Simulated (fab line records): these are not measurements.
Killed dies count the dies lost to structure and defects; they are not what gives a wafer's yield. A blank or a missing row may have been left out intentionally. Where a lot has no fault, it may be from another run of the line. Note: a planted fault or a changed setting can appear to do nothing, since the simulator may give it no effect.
fab line records	flow n5_finfet
[record] lots = 8	wafers = 24	last_day = 17
route steps=1938 shown BEOL_M4@1111 BEOL_M6@1232 PASSIVATION@1936
lots untouched by any fault: they come from a run of this same line in which no faults occurred
start_h: start of the lot's first displayed wafer, in hours after the record's first day	wait_h: hours elapsed since this lot's preceding step	" the same as in the row above	L1.1+2: a row that stands for several wafers	- no value present, or no start provided	* or withheld: withheld	< > ~ a bound
route shown NAME@n: NAME is a module with steps in the file, n the number in the route of the first one	usual: mean/standard deviation of fault-free wafers	same: alike in all rows	chamber/n: place in a boat	sites: readings site by site	_std_site: how widely they spread, as a standard deviation	_edge_site: outer sites' mean less inner sites'	radius_mm: for every site, how far away it sits from the centre of the wafer	mask NAME#n: copy n	behind: the last tool/chamber to shape the wafer	hold: reason for holding the lot/hours on hold/outcome of the hold	device: the n, p or np transistor that did not switch	end of line: tests run on the same wafers once the route is complete	where a step has no rows: the recipe by itself	killed: the dies lost at the first sort to structure and to defects; this is not the yield of the wafer	map: the dies of a wafer, with x for killed, . for not killed, _ for no die there
set.NAME: the setting the step ran with; set.NAME@STEP: the setting that earlier step ran with	model.NAME: the simulator's own value behind a step, which no gauge read
the route's steps for a sample of lots (tables are steps, rows are wafers)
services: a tool's chamber out of use, with start hour (start_h, from the record's first day; less than 0 if before it), hours out, and reason
[[steps]]
[step N5_BEOL_M4_RC_MEAS_101]
[usual] DIBL_N = 35.9/2.5	DIBL_P = 36.0/3	IOFF_N = 0.16/0.047	IOFF_P = 0.21/0.047	ION_N = 671/14	ION_P = 460/8.8	SS_N = 71.5/0.73	SS_P = 73.2/0.91	VT_N = 250/4.3	VT_P = -251/3.6
lot.wafer	tool	chamber	start_h	wait_h	DIBL_N[mV/V]	DIBL_P[mV/V]	IOFF_N[nA/um]	IOFF_P[nA/um]	ION_N[uA/um]	ION_P[uA/um]	SS_N[mV/dec]	SS_P[mV/dec]	VT_N[mV]	VT_P[mV]
L396.3	prober-02	0	162.56	0.3	34.8	34.4	0.14	0.19	662	453	71.0	73.3	250	-254
L396.4	"	0	"	"	37.7	37.2	0.20	0.22	679	465	72.4	73.2	245	-251
L396.5	"	0	"	"	34.1	33.6	0.14	0.17	653	444	70.5	72.7	249	-256
L398.2	prober-02	0	182.93	0.2	39.5	41.7	0.27	0.31	692	472	72.5	74.9	240	-245
L398.3	"	0	"	"	36.4	37.2	0.17	0.23	671	465	72.1	73.7	247	-248
L398.6	"	0	"	"	35.5	36.5	0.18	0.23	690	472	71.3	74.1	243	-249
L408.1	prober-01	0	242.51	0.0	37.4	36.6	0.15	0.22	652	455	71.4	73.4	252	-252
L408.3	"	0	"	"	31.7	30.3	0.09	0.13	658	451	70.4	72.4	256	-260
L408.4	"	0	"	"	41.4	41.5	0.27	0.27	695	458	72.6	74.5	242	-251
L410.1	prober-02	0	243.14	0.0	37.2	37.0	0.18	0.18	670	450	71.4	72.8	248	-253
L410.4	"	0	"	"	36.7	37.9	0.17	0.22	678	458	71.9	74.4	247	-252
L410.5	"	0	"	"	33.2	33.6	0.12	0.15	664	462	70.7	72.6	253	-255
L415.3	prober-01	0	280.46	0.3	36.5	36.7	0.16	0.22	681	465	70.9	73.4	250	-249
L415.5	"	0	"	"	38.0	36.8	0.18	0.21	690	461	71.8	73.0	250	-252
L415.6	"	0	"	"	37.2	38.1	0.17	0.25	676	468	72.1	73.2	250	-249
L417.1	prober-01	0	291.36	0.0	35.8	35.4	0.17	0.22	684	471	71.1	73.1	249	-247
L417.2	"	0	"	"	38.1	37.6	0.18	0.23	678	467	72.0	73.7	250	-249
L417.4	"	0	"	"	35.3	34.9	0.15	0.22	655	456	71.4	73.0	251	-249
L418.1	prober-02	0	300.24	0.0	35.0	35.1	0.13	0.19	655	452	71.1	72.8	255	-252
L418.5	"	0	"	"	34.7	34.8	0.15	0.19	681	468	71.2	73.5	251	-250
L418.6	"	0	"	"	32.9	32.7	0.10	0.16	656	455	71.0	72.0	259	-254
L419.2	prober-01	0	300.53	0.2	35.2	33.5	0.12	0.16	668	458	71.1	73.0	254	-252
L419.5	"	0	"	"	39.7	39.0	0.20	0.25	673	457	73.0	74.5	249	-250
L419.6	"	0	"	"	33.6	33.2	0.11	0.16	664	462	70.8	72.2	253	-254
[step N5_BEOL_M6_ETCH_65]
[recipe] chemistry = CF4	target = SiARC	target_depth_a = 156	mask_material = CAR-EUV	time_s = 26	ion_energy_ev = 80	pressure_mtorr = 40	source_w = 545	bias_w = 36	Ar_flow_sccm = 100	cf4_flow_sccm = 100	ends = cleared
[usual] bias_w = 36.00/0.1	cf4_flow_sccm = 100.0/0.3	drypump_motor_current_A = 5.6/0.3	etch_rf_on_time_s = 26.4/0.8	oes_product_au = 0.68/0.064	rf_vpp_V = 184.0/1	showerhead_plenum_p_Torr = 2.12/0.058	throttle_valve_pct = 15.56/0.22
lot.wafer	tool	chamber	start_h	wait_h	bias_w	cf4_flow_sccm	drypump_motor_current_A	etch_rf_on_time_s	oes_product_au	rf_hours_counter_h	rf_vpp_V	showerhead_plenum_p_Torr	throttle_valve_pct
L396.3	rie_diel-03	0	179.62	0.0	36.04	99.8	5.1	25.4	0.60	237	185.7	2.20	15.63
L396.4	"	1	"	"	35.95	100.2	5.2	26.8	0.68	112	182.6	2.06	15.46
L396.5	"	1	"	"	35.94	100.0	5.2	27.1	0.67	-	183.2	2.06	15.46
L398.2	rie_diel-02	3	198.70	0.0	35.84	100.1	5.8	25.6	0.79	17	183.0	2.10	15.41
L398.3	"	1	"	"	35.85	99.6	5.2	26.4	0.63	139	183.6	2.07	16.07
L398.6	"	1	"	"	35.93	99.8	5.2	26.4	0.63	-	183.9	2.07	16.07
L410.1	rie_diel-03	0	262.08	0.0	36.04	100.3	5.1	25.1	0.80	10	186.1	2.19	15.17
L410.4	"	3	"	"	36.00	100.0	5.9	27.0	0.60	198	186.1	2.11	15.56
L410.5	"	1	"	"	35.91	100.2	5.2	26.6	0.65	-	183.3	2.05	15.52
L408.1	rie_diel-02	0	262.50	0.0	35.93	100.7	5.7	27.5	0.59	241	181.7	2.03	15.93
L408.3	"	1	"	"	35.99	99.7	5.2	26.3	0.62	159	182.4	2.07	16.08
L408.4	"	2	"	"	35.96	99.8	5.7	25.7	0.59	245	184.6	2.10	15.90
L415.3	rie_diel-03	3	299.89	0.0	36.04	100.0	5.9	27.2	0.59	211	185.5	2.10	15.59
L415.5	"	2	"	"	36.11	99.9	5.7	27.3	0.70	-	184.0	2.17	15.51
L415.6	"	1	"	"	35.92	100.1	5.2	27.0	0.65	-	183.0	2.05	15.59
L417.1	rie_diel-03	0	311.44	0.0	35.90	99.7	5.1	25.6	0.76	27	184.8	2.19	15.19
L417.2	"	3	"	"	35.93	100.6	5.9	27.3	0.59	214	183.8	2.10	15.60
L417.4	"	1	"	"	35.90	100.2	5.2	26.7	0.64	164	182.4	2.04	15.58
L418.1	rie_diel-02	1	317.54	0.0	35.92	99.8	5.2	26.1	0.61	180	183.5	2.06	16.13
L418.5	"	2	"	"	36.12	99.8	5.7	25.3	0.79	-	183.8	2.10	15.39
L418.6	"	1	"	"	35.91	100.0	5.2	26.3	0.61	-	184.1	2.06	16.13
L419.2	rie_diel-03	0	317.96	0.0	35.90	99.8	5.1	25.2	0.77	28	184.8	2.19	15.19
L419.5	"	1	"	"	35.81	100.3	5.3	26.7	0.64	-	182.7	2.04	15.58
L419.6	"	0	"	"	35.98	100.2	5.1	25.4	0.75	-	184.2	2.19	15.19
[step N5_BEOL_M6_STRIP_36]
[recipe] chemistry = N2/H2	power_w = 450	temp_c = 40	pressure_mtorr = 20	rf_frequency_hz = 6e+07	overash_fraction = 0.3	bias_power_w = 7	h2_frac = 0.5	n2_flow_sccm = 200	h2_flow_sccm = 200
[usual] drypump_motor_current_A = 5.57/0.3	oes_product_au = 0.80/0.075	rf_vpp_V = 59.1/1.5	showerhead_plenum_p_Torr = 2.50/0.074	throttle_valve_pct = 23.6/0.43
lot.wafer	tool	chamber	start_h	wait_h	drypump_motor_current_A	oes_product_au	rf_hours_counter_h	rf_vpp_V	showerhead_plenum_p_Torr	throttle_valve_pct
L396.3	rie_diel-03	0	179.80	0.0	5.08	0.68	237	61.9	2.62	23.5
L396.4	"	1	"	"	5.21	0.80	112	58.0	2.42	23.1
L396.5	"	1	"	"	5.23	0.79	-	57.6	2.42	23.1
L398.2	rie_diel-02	3	198.88	0.0	5.76	0.92	17	59.1	2.51	24.1
L398.3	"	1	"	"	5.26	0.74	140	56.1	2.44	24.1
L398.6	"	1	"	"	5.26	0.75	-	59.9	2.45	24.2
L410.1	rie_diel-03	0	262.26	0.0	5.09	0.93	10	60.7	2.61	23.1
L410.4	"	3	"	"	5.94	0.73	198	59.5	2.51	23.6
L410.5	"	1	"	"	5.22	0.77	-	62.3	2.40	23.2
L408.1	rie_diel-02	0	262.68	0.0	5.66	0.68	241	56.4	2.43	24.5
L408.3	"	1	"	"	5.19	0.72	159	61.4	2.44	24.2
L408.4	"	2	"	"	5.70	0.69	245	58.1	2.49	24.2
L415.3	rie_diel-03	3	300.07	0.0	5.88	0.71	211	60.3	2.51	23.6
L415.5	"	2	"	"	5.73	0.84	-	57.7	2.54	23.3
L415.6	"	1	"	"	5.22	0.75	-	59.1	2.40	23.2
L417.1	rie_diel-03	0	311.62	0.0	5.09	0.89	27	57.9	2.60	23.1
L417.2	"	3	"	"	5.91	0.71	214	57.2	2.50	23.6
L417.4	"	1	"	"	5.22	0.75	164	58.3	2.40	23.2
L418.1	rie_diel-02	1	317.72	0.0	5.19	0.71	180	58.8	2.43	24.2
L418.5	"	2	"	"	5.69	0.91	-	58.7	2.49	23.7
L418.6	"	1	"	"	5.20	0.71	-	59.7	2.43	24.2
L419.2	rie_diel-03	0	318.15	0.0	5.12	0.88	28	61.1	2.60	23.1
L419.5	"	1	"	"	5.21	0.75	-	59.7	2.40	23.2
L419.6	"	0	"	"	5.10	0.87	-	60.2	2.60	23.1
[step N5_BEOL_M6_TRENCH_ETCH_37]
[recipe] chemistry = C4F6/O2	target_depth_a = 944.35	target = SiCOH_lowk	time_s = 31.5	ion_energy_ev = 250	pressure_mtorr = 30	source_w = 345	bias_w = 185	Ar_flow_sccm = 300	C4F6_flow_sccm = 10	O2_flow_sccm = 10
[usual] C4F6_flow_sccm = 10.00/0.03	O2_flow_sccm = 10.003/0.028	drypump_motor_current_A = 5.6/0.3	oes_ar_750_au = 0.80/0.072	oes_product_au = 0.80/0.074	rf_vpp_V = 667/18	showerhead_plenum_p_Torr = 2.81/0.081	throttle_valve_pct = 20.83/0.24
lot.wafer	tool	chamber	start_h	wait_h	C4F6_flow_sccm	O2_flow_sccm	drypump_motor_current_A	oes_ar_750_au	oes_product_au	rf_hours_counter_h	rf_vpp_V	showerhead_plenum_p_Torr	throttle_valve_pct
L396.3	rie_diel-03	0	179.84	-	9.99	9.996	5.1	0.69	0.70	237	675	2.93	20.87
L396.4	"	1	"	"	10.04	9.981	5.2	0.80	0.80	112	681	2.73	20.67
L396.5	"	1	"	"	10.02	9.998	5.2	0.80	0.80	-	682	2.73	20.67
L398.2	rie_diel-02	3	198.92	-	10.02	9.987	5.8	0.91	0.93	17	680	2.79	20.83
L398.3	"	1	"	"	9.99	10.024	5.2	0.75	0.74	140	690	2.77	21.61
L398.6	"	1	"	"	9.99	9.992	5.2	0.74	0.75	-	688	2.77	21.58
L410.1	rie_diel-03	0	262.30	-	-	-	-	-	-	-	-	-	-
L410.4	"	3	"	"	-	-	-	-	-	-	-	-	-
L410.5	"	1	"	"	-	-	-	-	-	-	-	-	-
L408.1	rie_diel-02	0	262.72	-	-	-	-	-	-	-	-	-	-
L408.3	"	1	"	"	-	-	-	-	-	-	-	-	-
L408.4	"	2	"	"	-	-	-	-	-	-	-	-	-
L415.3	rie_diel-03	3	300.11	-	10.04	9.972	5.9	0.68	0.70	211	653	2.80	20.82
L415.5	"	2	"	"	9.99	10.023	5.7	0.81	0.84	-	692	2.88	20.81
L415.6	"	1	"	"	9.95	9.960	5.2	0.76	0.75	-	681	2.71	20.74
L417.1	rie_diel-03	0	311.66	-	10.02	9.984	5.1	0.90	0.88	27	677	2.91	20.56
L417.2	"	3	"	"	10.05	10.042	5.9	0.69	0.69	214	650	2.80	20.84
L417.4	"	1	"	"	10.03	9.996	5.2	0.76	0.75	165	679	2.71	20.76
L418.1	rie_diel-02	1	317.76	-	10.00	10.000	5.2	0.72	0.71	180	690	2.76	21.65
L418.5	"	2	"	"	10.02	10.037	5.7	0.93	0.92	-	650	2.76	20.63
L418.6	"	1	"	"	9.99	10.021	5.2	0.72	0.72	-	686	2.76	21.65
L419.2	rie_diel-03	0	318.19	-	9.98	9.955	5.1	0.88	0.88	28	676	2.91	20.53
L419.5	"	1	"	"	9.99	9.989	5.2	0.75	0.75	-	679	2.71	20.75
L419.6	"	0	"	"	9.90	9.970	5.1	0.88	0.88	-	676	2.91	20.53
[step N5_BEOL_M6_STRIP_80]
[recipe] chemistry = N2/H2	time_s = 10	power_w = 450	temp_c = 40	pressure_mtorr = 20	rf_frequency_hz = 6e+07	bias_power_w = 7	n2_flow_sccm = 200	h2_flow_sccm = 200
[usual] drypump_motor_current_A = 5.6/0.3	oes_product_au = 0.80/0.074	rf_vpp_V = 59.2/0.87	showerhead_plenum_p_Torr = 2.50/0.074	throttle_valve_pct = 23.6/0.43
lot.wafer	tool	chamber	start_h	wait_h	drypump_motor_current_A	oes_product_au	rf_hours_counter_h	rf_vpp_V	showerhead_plenum_p_Torr	throttle_valve_pct
L396.3	rie_diel-03	0	-	-	5.1	0.69	238	60.9	2.62	23.4
L396.4	"	1	"	"	5.2	0.80	112	59.1	2.42	23.1
L396.5	"	1	"	"	5.2	0.80	-	60.6	2.42	23.1
L398.2	rie_diel-02	3	-	-	5.8	0.92	17	59.4	2.51	24.1
L398.3	"	1	"	"	5.2	0.74	140	59.8	2.45	24.2
L398.6	"	1	"	"	5.2	0.75	-	59.4	2.45	24.2
L410.1	rie_diel-03	0	-	-	5.1	0.93	10	59.4	2.61	23.1
L410.4	"	3	"	"	5.9	0.72	198	59.5	2.51	23.6
L410.5	"	1	"	"	5.2	0.77	-	58.6	2.40	23.2
L408.1	rie_diel-02	0	-	-	5.7	0.69	241	60.2	2.43	24.5
L408.3	"	1	"	"	5.2	0.73	159	59.2	2.44	24.2
L408.4	"	2	"	"	5.7	0.68	245	59.5	2.49	24.2
L415.3	rie_diel-03	3	-	-	5.9	0.71	211	59.4	2.51	23.6
L415.5	"	2	"	"	5.7	0.85	-	59.4	2.54	23.3
L415.6	"	1	"	"	5.2	0.76	-	58.3	2.40	23.2
L417.1	rie_diel-03	0	-	-	5.1	0.89	27	60.6	2.60	23.1
L417.2	"	3	"	"	6.0	0.71	214	60.5	2.50	23.6
L417.4	"	1	"	"	5.2	0.75	165	59.9	2.40	23.2
L418.1	rie_diel-02	1	-	-	5.2	0.71	180	58.8	2.43	24.2
L418.5	"	2	"	"	5.7	0.92	-	59.0	2.49	23.8
L418.6	"	1	"	"	5.3	0.71	-	59.1	2.43	24.2
L419.2	rie_diel-03	0	-	-	5.1	0.88	29	60.0	2.60	23.1
L419.5	"	1	"	"	5.2	0.75	-	60.6	2.40	23.2
L419.6	"	0	"	"	5.1	0.88	-	60.6	2.60	23.1
[step N5_BEOL_M6_OCD_MEAS_38]
[usual] trench_depth_nm = 93.2/1.9
lot.wafer	tool	chamber	start_h	wait_h	trench_depth_nm
L396.3	ocd-01	-	180.00	-	95.7
L396.4	"	-	"	"	92.6
L396.5	"	-	"	"	92.3
L398.2	ocd-02	-	199.08	-	96.3
L398.3	"	-	"	"	94.1
L398.6	"	-	"	"	95.1
L410.1	ocd-01	-	262.45	-	0
L410.4	"	-	"	"	0.2
L410.5	"	-	"	"	0.2
L408.1	ocd-02	-	262.88	-	0.2
L408.3	"	-	"	"	0.1
L408.4	"	-	"	"	0.2
L415.3	ocd-01	-	300.27	-	92.4
L415.5	"	-	"	"	94.0
L415.6	"	-	"	"	92.0
L417.1	ocd-01	-	311.81	-	95.0
L417.2	"	-	"	"	91.1
L417.4	"	-	"	"	91.1
L418.1	ocd-02	-	317.91	-	92.9
L418.5	"	-	"	"	95.6
L418.6	"	-	"	"	93.6
L419.2	ocd-01	-	318.34	-	95.7
L419.5	"	-	"	"	91.6
L419.6	"	-	"	"	94.9
[step N5_PASSIVATION_PROBE_49]
[usual] defect_limited_yield = 91.4/1.4	killed_at_M0_to_M3 = 34/8.9	killed_at_M4_up = 13/4.6	killed_at_contacts = 12/5.5	killed_at_front_end = 41/11	killed_at_other = 3.1/2.9	killed_dies = 102/16	killed_on_rim = 13/4.2	killed_open = 66/11	killed_short = 34/7.6	sort_bin_5_function = 5.1/0.89	sort_bin_6_memory = 3.2/0.61	sort_bin_8_speed = 0.02/0.12	sort_n_pass = 1078/16
[same] gross_dies = 1180	killed_at_back_side = 0	sort_bin_4_leakage[%] = 0
lot.wafer	tool	chamber	start_h	wait_h	defect_limited_yield[%]	killed_at_M0_to_M3	killed_at_M4_up	killed_at_contacts	killed_at_front_end	killed_at_other	killed_dies	killed_on_rim	killed_open	killed_short	sort_bin_5_function[%]	sort_bin_6_memory[%]	sort_bin_8_speed[%]	sort_n_pass
L408.1	prober-01	-	346.62	0.0	0	41	1082	19	34	4	1180	152	82	36	95.6	3.7	0	0
L408.3	prober-01	-	346.72	0.1	0	31	1091	10	46	2	1180	152	64	35	95.9	3.5	0	0
L408.4	prober-01	-	346.77	0.2	0	27	1087	13	49	4	1180	152	64	40	96.4	3.3	0	0
L410.1	prober-01	-	354.29	0.0	0	27	1081	15	48	9	1180	152	70	37	95.4	4.2	0	0
L410.4	prober-01	-	354.44	0.2	0	24	1101	15	35	5	1180	152	59	29	97.0	2.5	0	0
L410.5	prober-01	-	354.49	0.2	0	26	1107	8	38	1	1180	152	53	26	96.3	3.1	0	0
L415.3	prober-02	-	384.82	0.1	91.4	40	9	14	38	1	102	13	70	32	5.5	3.0	0	1078
L415.5	prober-02	-	384.92	0.2	91.2	38	19	7	39	1	104	16	71	33	5.2	3.5	0	1076
L415.6	prober-02	-	384.97	0.3	89.2	52	17	15	39	5	128	11	84	44	5.8	4.5	0	1052
// killed by level:class
L408.1 BEOL_M6:area_etch=1062 BEOL_M0_SAQP:geometric_particle:open=15 MOL_CONTACT_COAG:geometric_particle:open=11 BEOL_M4:geometric_particle:open=10 FIN_SAQP:geometric_particle:open=8 MOL_CONTACT_COAG:geometric_particle:short=8 BEOL_M3:geometric_particle:open=7 BEOL_M0_SAQP:geometric_particle:short=6
L408.3 BEOL_M6:area_etch=1075 FIN_SAQP:geometric_particle:open=11 STI_FIN_REVEAL:geometric_particle:open=11 BEOL_M0_SAQP:geometric_particle:short=11 MOL_CONTACT_COAG:geometric_particle:open=8 BEOL_M0_SAQP:geometric_particle:open=7 BEOL_M4:geometric_particle:open=6 STARTING-WAFER:geometric_particle:short=6
L408.4 BEOL_M6:area_etch=1074 FIN_SAQP:geometric_particle:short=17 FIN_SAQP:geometric_particle:open=15 MOL_CONTACT_COAG:geometric_particle:open=12 BEOL_M0_SAQP:geometric_particle:open=8 BEOL_M0:geometric_particle:open=7 STI_FIN_REVEAL:geometric_particle:open=6 BEOL_M0_SAQP:geometric_particle:short=5
L410.1 BEOL_M6:area_etch=1072 FIN_SAQP:geometric_particle:short=13 FIN_SAQP:geometric_particle:open=12 MOL_CONTACT_COAG:geometric_particle:open=11 STI_FIN_REVEAL:geometric_particle:open=9 BEOL_M0_SAQP:geometric_particle:open=6 BEOL_M3:geometric_particle:open=5 GATE_CUT:geometric_particle:short=4
L410.4 BEOL_M6:area_etch=1091 MOL_CONTACT_COAG:geometric_particle:open=11 FIN_SAQP:geometric_particle:short=7 STI_FIN_REVEAL:geometric_particle:open=6 ILD0:geometric_particle:short=5 BEOL_M0:geometric_particle:open=5 BEOL_M2:geometric_particle:open=5 BEOL_M3:geometric_particle:open=5
L410.5 BEOL_M6:area_etch=1096 STI_FIN_REVEAL:geometric_particle:open=9 MOL_CONTACT_COAG:geometric_particle:open=8 BEOL_M1:geometric_particle:open=8 FIN_SAQP:geometric_particle:open=6 BEOL_M0_SAQP:geometric_particle:open=5 BEOL_M0_SAQP:geometric_particle:short=5 BEOL_M3:geometric_particle:open=5
L415.3 FIN_SAQP:geometric_particle:open=11 BEOL_M3:geometric_particle:open=10 MOL_CONTACT_COAG:geometric_particle:open=10 BEOL_M1:geometric_particle:open=10 BEOL_M0_SAQP:geometric_particle:short=8 DUMMY_GATE:geometric_particle:open=7 BEOL_M4:geometric_particle:open=5 DUMMY_GATE:geometric_particle:short=4
L415.5 BEOL_M0_SAQP:geometric_particle:open=9 FIN_SAQP:geometric_particle:open=8 BEOL_M0_SAQP:geometric_particle:short=8 MOL_CONTACT_COAG:geometric_particle:open=7 BEOL_M5:geometric_particle:open=7 STI_FIN_REVEAL:geometric_particle:open=6 DUMMY_GATE:geometric_particle:open=6 BEOL_M2:geometric_particle:open=5
L415.6 FIN_SAQP:geometric_particle:open=12 BEOL_M0_SAQP:geometric_particle:open=12 MOL_CONTACT_COAG:geometric_particle:open=11 BEOL_M0_SAQP:geometric_particle:short=11 BEOL_M3:geometric_particle:open=10 FIN_SAQP:geometric_particle:short=5 STARTING-WAFER:geometric_particle:open=5 BEOL_M2:geometric_particle:short=5
[[services]]
tool	chamber	start_h	hours	kind
rie_diel-02	-	198.01	0.6	repair
rie_diel-02	1	204.08	6.8	repair
rie_diel-03	0	211.06	-	clean
rie_diel-03	0	211.06	-	consumable_replace:focus_ring
rie_diel-03	0	211.06	26.7	scheduled_down
rie_diel-03	0	211.06	26.7	vent_cycle
rie_diel-02	-	223.96	2.3	repair
rie_diel-03	2	228.06	8.4	repair
rie_diel-02	0	246.25	4.4	repair
rie_diel-02	2	277.61	-	clean
rie_diel-02	2	277.61	-	consumable_replace:focus_ring
rie_diel-02	2	277.61	20.2	scheduled_down
rie_diel-02	2	277.61	20.2	vent_cycle
rie_diel-02	0	300.60	-	clean
rie_diel-02	0	300.60	-	consumable_replace:focus_ring
rie_diel-02	0	300.60	-	consumable_replace:showerhead
rie_diel-02	0	300.60	20.6	scheduled_down
rie_diel-02	0	300.60	20.6	vent_cycle
rie_diel-03	-	308.90	0.2	repair
[[key]]
[first_sign] step = N5_BEOL_M6_TRENCH_ETCH_37	reading = tool_record	direction = missing
[effect] step = N5_BEOL_M6_OCD_MEAS_38	reading = trench_depth_nm	direction = down	sigmas = 50	usual = 93.2	struck = 0.1
[effect] step = N5_PASSIVATION_PROBE_49	reading = killed_at_M4_up	direction = up	sigmas = 99+	usual = 13	struck = 1092
[more_kills_born_at] N5_BEOL_M6_TRENCH_ETCH_37@rie_diel-03 = 3259	N5_BEOL_M6_TRENCH_ETCH_37@rie_diel-02 = 3211
met_at N5_BEOL_M6_TRENCH_ETCH_37
struck_lots L408,L410
later_rows_left_out L408.1,L408.3,L408.4,L410.1,L410.4,L410.5
not_acting_at N5_BEOL_M6_ETCH_65,N5_BEOL_M6_STRIP_36,N5_BEOL_M6_STRIP_80
onset_between 198.92 262.30
[fault] kind = skipped_step_whole	tool = rie_diel-02,rie_diel-03	chamber = -	onset_h = 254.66	steps = N5_BEOL_M6_TRENCH_ETCH_37	scope = struck_lots_only
// later_rows_left_out: the simulator's readings of these wafers behind a module that went badly wrong aren't trusted and aren't shown, but for the sort
